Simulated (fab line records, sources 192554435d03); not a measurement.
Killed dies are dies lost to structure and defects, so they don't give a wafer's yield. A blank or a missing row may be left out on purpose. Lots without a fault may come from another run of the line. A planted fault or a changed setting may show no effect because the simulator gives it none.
Which tool did it? | flow n5_finfet | 8 lots, 24 wafers sampled, at 6 steps of a route of 1938

WHAT THE GAUGES READ, wafer by wafer
N5_BEOL_M3_OCD_MEAS_38.
lot  | measured     | on     | trench_depth_nm (nm)
L132 | day 7 20:51  | ocd-02 | 55.8 56.4 57.0
L133 | day 7 21:30  | ocd-01 | 54.5 55.4 56.2
L140 | day 10 04:14 | ocd-02 | 37.7 55.8 56.0
L141 | day 10 18:43 | ocd-01 | 38.2 57.2 55.9
L149 | day 12 06:57 | ocd-01 | 57.4 56.1 56.0
L150 | day 12 11:11 | ocd-01 | 55.2 54.7 55.3
L151 | day 13 02:20 | ocd-01 | 54.5 56.2 54.8
L152 | day 13 12:31 | ocd-02 | 56.7 56.5 56.7

N5_BEOL_M3_CD_MEAS_35: target cd 18 nm, target cd y 21 nm.
lot  | measured     | on        | cd_nm (nm)
L132 | day 7 21:00  | cd_sem-01 | 18.0 18.1 18.1
L133 | day 7 21:39  | cd_sem-03 | 17.8 17.5 17.7
L140 | day 10 04:23 | cd_sem-02 | 18.0 17.9 18.2
L141 | day 10 18:53 | cd_sem-03 | 18.2 18.4 18.1
L149 | day 12 07:06 | cd_sem-03 | 18.7 17.9 17.8
L150 | day 12 11:20 | cd_sem-02 | 18.0 18.3 18.1
L151 | day 13 02:29 | cd_sem-02 | 18.2 18.6 18.0
L152 | day 13 12:40 | cd_sem-01 | 18.2 18.0 18.4

N5_BEOL_M4_RC_MEAS_101.
lot  | measured     | on        | DIBL_N (mV/V)  | DIBL_P (mV/V)  | IOFF_N (nA/um) | IOFF_P (nA/um) | ION_N (uA/um) | ION_P (uA/um) | SS_N (mV/dec)  | SS_P (mV/dec)  | VT_N (mV)   | VT_P (mV)
L132 | day 8 15:26  | prober-02 | 36.6 32.9 34.7 | 36.8 32.4 33.6 | 0.18 0.12 0.14 | 0.25 0.18 0.18 | 683 659 665   | 471 458 454   | 72.0 70.8 71.4 | 73.6 72.4 72.8 | 245 255 249 | -246 -251 -250
L133 | day 8 20:38  | prober-02 | 37.6 34.5 35.5 | 39.3 35.6 37.1 | 0.21 0.15 0.17 | 0.27 0.21 0.24 | 679 670 676   | 467 459 473   | 72.1 71.0 71.4 | 73.9 72.9 73.0 | 247 250 251 | -246 -247 -248
L140 | day 10 22:46 | prober-02 | 35.6 38.5 37.0 | 35.6 39.2 37.5 | 0.14 0.19 0.18 | 0.18 0.24 0.21 | 674 682 685   | 455 459 465   | 71.6 72.2 72.7 | 73.2 73.4 73.6 | 249 249 249 | -251 -249 -250
L141 | day 11 11:02 | prober-02 | 39.1 34.3 34.8 | 39.8 33.5 35.5 | 0.23 0.12 0.14 | 0.27 0.17 0.20 | 690 665 667   | 472 457 463   | 72.2 70.7 70.3 | 73.6 73.1 72.8 | 244 254 252 | -248 -252 -248
L149 | day 12 18:34 | prober-02 | 35.1 36.7 34.3 | 36.4 38.3 35.3 | 0.15 0.19 0.14 | 0.23 0.26 0.21 | 668 679 669   | 461 472 466   | 71.7 72.2 71.8 | 73.3 72.9 72.9 | 248 246 252 | -248 -245 -248
L150 | day 12 23:56 | prober-01 | 37.1 36.5 33.7 | 37.8 36.8 32.5 | 0.17 0.15 0.11 | 0.21 0.20 0.15 | 679 674 660   | 458 468 454   | 72.1 71.4 70.9 | 74.1 73.9 72.8 | 246 251 255 | -251 -255 -255
L151 | day 13 21:09 | prober-02 | 35.9 35.5 35.3 | 34.6 34.3 33.3 | 0.14 0.14 0.12 | 0.20 0.20 0.19 | 676 683 669   | 467 466 464   | 70.8 71.0 70.5 | 73.0 72.3 72.7 | 249 249 254 | -252 -251 -252
L152 | day 13 23:44 | prober-02 | 34.4 35.2 32.4 | 33.0 34.1 30.8 | 0.11 0.12 0.09 | 0.17 0.18 0.14 | 659 658 653   | 459 459 453   | 70.6 71.7 70.3 | 72.5 72.9 71.6 | 255 255 257 | -251 -253 -255

WHICH TOOL RAN EACH LOT (tool, then ch and the chambers of the sampled wafers, then the start)
lot  | N5_BEOL_M3_DESCUM_33               | N5_BEOL_M3_ETCHBACK_99             | N5_BEOL_M3_TRENCH_ETCH_37
L132 | rie_diel-06 ch 1,2,3, day 7 19:07  | rie_diel-06 ch 0,2,3, day 7 20:28  | rie_diel-06 ch 0,2,3, day 7 20:41
L133 | rie_diel-03 ch 0,2,3, day 7 20:48  | rie_diel-06 ch 1,2,3, day 7 21:06  | rie_diel-06 ch 1,2,3, day 7 21:20
L140 | rie_diel-06 ch 0,2,3, day 10 03:35 | rie_diel-06 ch 0,2, day 10 03:50   | rie_diel-06 ch 0,2, day 10 04:04
L141 | rie_diel-03 ch 0,1,2, day 10 06:44 | rie_diel-06 ch 0,2,3, day 10 18:19 | rie_diel-06 ch 0,2,3, day 10 18:34
L149 | rie_diel-01 ch 0,2,3, day 12 00:49 | rie_diel-01 ch 0,2,3, day 12 06:34 | rie_diel-01 ch 0,2,3, day 12 06:47
L150 | rie_diel-01 ch 0,1,2, day 12 01:19 | rie_diel-03 ch 0,1,3, day 12 10:47 | rie_diel-03 ch 0,1,3, day 12 11:02
L151 | rie_diel-01 ch 0,3, day 13 01:22   | rie_diel-03 ch 0,1,3, day 13 01:56 | rie_diel-03 ch 0,1,3, day 13 02:11
L152 | rie_diel-03 ch 0,3, day 13 02:59   | rie_diel-01 ch 0,3, day 13 12:08   | rie_diel-01 ch 0,3, day 13 12:22
- N5_BEOL_M3_DESCUM_33: chemistry O2, time 7 s.
- N5_BEOL_M3_ETCHBACK_99: etches SiO2 in CHF3, target depth 5 nm, time 10.4 s.
- N5_BEOL_M3_TRENCH_ETCH_37: etches SiOC in C4F6/O2, target depth 55.555 nm, time 29.2 s.

WHAT THE TOOLS THEMSELVES READ (means of the sampled wafers that have a number; where no wafer has one, the mark that the record gives instead)
N5_BEOL_M3_DESCUM_33.
lot  | tool        | drypump_motor_current_A (A) | oes_product_au (a.u.) | rf_vpp_V (V) | showerhead_plenum_p_Torr (Torr) | throttle_valve_pct (%)
L132 | rie_diel-06 | 5.4                         | 0.74                  | 242.2        | 2.02                            | 20.45
L133 | rie_diel-03 | 5.5                         | 0.79                  | 242.9        | 2.07                            | 20.63
L140 | rie_diel-06 | 5.7                         | 0.77                  | 242.8        | 2.04                            | 20.46
L141 | rie_diel-03 | 5.8                         | 0.76                  | 243.6        | 2.09                            | 20.79
L149 | rie_diel-01 | 6.3                         | 0.82                  | 242.1        | 2.07                            | 20.55
L150 | rie_diel-01 | 6.0                         | 0.86                  | 241.9        | 2.04                            | 20.41
L151 | rie_diel-01 | 6.3                         | 0.81                  | 242.5        | 2.07                            | 20.54
L152 | rie_diel-03 | 5.4                         | 0.75                  | 242.1        | 2.03                            | 20.55

N5_BEOL_M3_ETCHBACK_99.
lot  | tool        | drypump_motor_current_A (A) | oes_product_au (a.u.) | rf_vpp_V (V) | showerhead_plenum_p_Torr (Torr) | throttle_valve_pct (%)
L132 | rie_diel-06 | 5.7                         | 0.79                  | 238          | 2.10                            | 17.09
L133 | rie_diel-06 | 5.4                         | 0.74                  | 240          | 2.09                            | 17.17
L140 | rie_diel-06 | 5.9                         | 0.77                  | 235          | 2.12                            | 17.17
L141 | rie_diel-06 | 5.7                         | 0.77                  | 238          | 2.09                            | 17.13
L149 | rie_diel-01 | 6.3                         | 0.82                  | 237          | 2.11                            | 17.04
L150 | rie_diel-03 | 5.6                         | 0.83                  | 244          | 2.10                            | 17.13
L151 | rie_diel-03 | 5.5                         | 0.83                  | 244          | 2.10                            | 17.13
L152 | rie_diel-01 | 6.3                         | 0.81                  | 234          | 2.11                            | 17.04

N5_BEOL_M3_TRENCH_ETCH_37.
lot  | tool        | C4F6_flow_sccm (sccm) | O2_flow_sccm (sccm) | drypump_motor_current_A (A) | oes_f_703_au (a.u.) | oes_o_777_au (a.u.) | oes_product_au (a.u.) | rf_fwd_power_W (W) | rf_vpp_V (V) | showerhead_plenum_p_Torr (Torr) | throttle_valve_pct (%)
L132 | rie_diel-06 | 10.02                 | 9.963               | 5.7                         | 0.79                | 0.80                | 0.79                  | 349.2              | 657          | 2.78                            | 20.88
L133 | rie_diel-06 | 10.01                 | 10.026              | 5.4                         | 0.74                | 0.74                | 0.73                  | 348.1              | 661          | 2.76                            | 20.95
L140 | rie_diel-06 | 9.99                  | 9.988               | 5.9                         | 0.69                | 0.70                | 0.71                  | 276.6              | 695          | 2.81                            | 20.95
L141 | rie_diel-06 | 9.97                  | 10.023              | 5.7                         | 0.67                | 0.68                | 0.72                  | 278.0              | 701          | 2.77                            | 20.89
L149 | rie_diel-01 | 9.98                  | 10.001              | 6.3                         | 0.84                | 0.85                | 0.82                  | 351.4              | 656          | 2.79                            | 20.85
L150 | rie_diel-03 | 9.97                  | 10.001              | 5.6                         | 0.83                | 0.83                | 0.83                  | 350.6              | 676          | 2.78                            | 20.92
L151 | rie_diel-03 | 9.98                  | 9.971               | 5.6                         | 0.81                | 0.82                | 0.83                  | 350.5              | 675          | 2.78                            | 20.91
L152 | rie_diel-01 | 10.00                 | 10.006              | 6.3                         | 0.82                | 0.83                | 0.81                  | 349.5              | 647          | 2.79                            | 20.82

THE ANSWER, worked out from the rows above alone
Rule: what is usual is taken from the lots themselves. Put in order of their means at a reading, lots are off if they are a third of the lots or fewer, leave a main group of 4 or more, and stand apart from it by a gap of 3 or more times the standard deviation of the main group's means; of several such gaps the widest counts. A main group whose means are all the same, to the digits that the tables above print for the reading, isn't used. A lot without any number at a reading at which 4 lots or more have one is off too. The other lots that the step has rows for count as sound. The gauges are gone through in route order, then the tools' own readings, and for those a lot's mean is taken as printed above. The first step at which some lot is off is used, and at that step the reading that is off furthest; a lot without a number counts as furthest.
Off: L140, L141, at N5_BEOL_M3_OCD_MEAS_38 (trench_depth_nm). The main group: mean 55.9 nm, standard deviation 0.66.
A tool fits if, at a process step before that reading, it ran every lot that is off, and no sound lot after the first of them. The gauges at N5_BEOL_M3_OCD_MEAS_38 aren't tried: what is off there is off at N5_BEOL_M3_TRENCH_ETCH_37 too, on other tools, and a gauge's error can't cause that. One fits: rie_diel-06 at N5_BEOL_M3_ETCHBACK_99 and N5_BEOL_M3_TRENCH_ETCH_37. At N5_BEOL_M3_ETCHBACK_99 its last sound lot is L133 (day 7 21:06), its first lot that is off L140 (day 10 03:50): a fault that began between those two fits.

WHAT THE SIMULATOR HAD PUT IN
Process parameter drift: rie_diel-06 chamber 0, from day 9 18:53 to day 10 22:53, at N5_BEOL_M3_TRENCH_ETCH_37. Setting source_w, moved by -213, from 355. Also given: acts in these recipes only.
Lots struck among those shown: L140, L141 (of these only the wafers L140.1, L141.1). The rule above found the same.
